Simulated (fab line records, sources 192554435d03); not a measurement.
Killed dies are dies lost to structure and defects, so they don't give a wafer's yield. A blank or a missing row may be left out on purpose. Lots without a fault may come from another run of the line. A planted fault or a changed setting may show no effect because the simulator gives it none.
Chamber matching | flow n5_finfet | N5_BEOL_M6_CURE_74 on uv_cure-03: 3 sister chambers
The step cures SiCOH lowk, time 240 s. 20 wafers are shown with their chamber, then 10 later ones without.

WAFERS WITH THEIR CHAMBER
wafer  | chamber | wafer_temp_C_max | lamp_power_pct (%)
L074.1 | 1       | 386.8            | 52.41
L074.4 | 1       | 386.9            | 52.27
L074.5 | 1       | 387.6            | 52.34
L074.2 | 1       | 387.2            | 52.36
L074.3 | 1       | 387.0            | 52.29
L074.6 | 1       | 387.1            | 52.32
L076.2 | 2       | 387.5            | 52.37
L076.3 | 2       | 387.9            | 52.38
L076.5 | 2       | 387.5            | 52.25
L077.3 | 2       | 388.4            | 52.36
L077.5 | 2       | 387.3            | 52.34
L077.6 | 2       | 387.7            | 52.29
L080.1 | 2       | 387.7            | 52.33
L080.3 | 2       | 387.2            | 52.35
L080.5 | 2       | 388.2            | 52.25
L083.3 | 0       | 388.6            | 52.33
L083.4 | 0       | 388.2            | 52.42
L083.5 | 0       | 387.4            | 52.44
L090.1 | 0       | 388.4            | 52.31
L090.2 | 0       | 387.2            | 52.30

SIGNATURES (means of the wafers above)
reading          | chamber 0 | chamber 1 | chamber 2 | scatter within a chamber
wafer_temp_C_max | 387.960   | 387.100   | 387.711   | 0.435
lamp_power_pct   | 52.3600   | 52.3317   | 52.3244   | 0.0539
Rule: a wafer's distance from a chamber is the root of the sum, over the readings, of the square of ((its reading less the chamber's mean) divided by the reading's scatter). The wafer belongs to the nearest chamber; if the next one is less than 2 further off, it can't be placed. The scatter: the root of (the sum of the squares of (reading less its chamber's mean) over the shown wafers, divided by (wafers less chambers)).

WAFERS WITHOUT THEIR CHAMBER
wafer  | wafer_temp_C_max | lamp_power_pct (%)
L090.6 | 387.0            | 52.31
L091.1 | 387.0            | 52.32
L091.3 | 387.7            | 52.26
L091.5 | 386.9            | 52.24
L094.1 | 387.0            | 52.29
L094.5 | 387.3            | 52.29
L094.6 | 387.0            | 52.27
L097.1 | 387.1            | 52.35
L097.3 | 388.0            | 52.37
L097.5 | 387.9            | 52.17

WHICH CHAMBER EACH WENT THROUGH
wafer  | from the rows above          | in truth
L090.6 | can't be placed: 1 or 2 or 0 | 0
L091.1 | can't be placed: 1 or 2      | 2
L091.3 | can't be placed: 2 or 1 or 0 | 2
L091.5 | can't be placed: 1 or 2 or 0 | 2
L094.1 | can't be placed: 1 or 2 or 0 | 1
L094.5 | can't be placed: 1 or 2 or 0 | 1
L094.6 | can't be placed: 1 or 2 or 0 | 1
L097.1 | can't be placed: 1 or 2 or 0 | 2
L097.3 | can't be placed: 0 or 2 or 1 | 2
L097.5 | can't be placed: 2 or 1 or 0 | 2
Placed correctly: 0 of 10. Can't be placed from these rows: 10 (the true chamber is among the candidates in 10). Placed wrongly: 0.
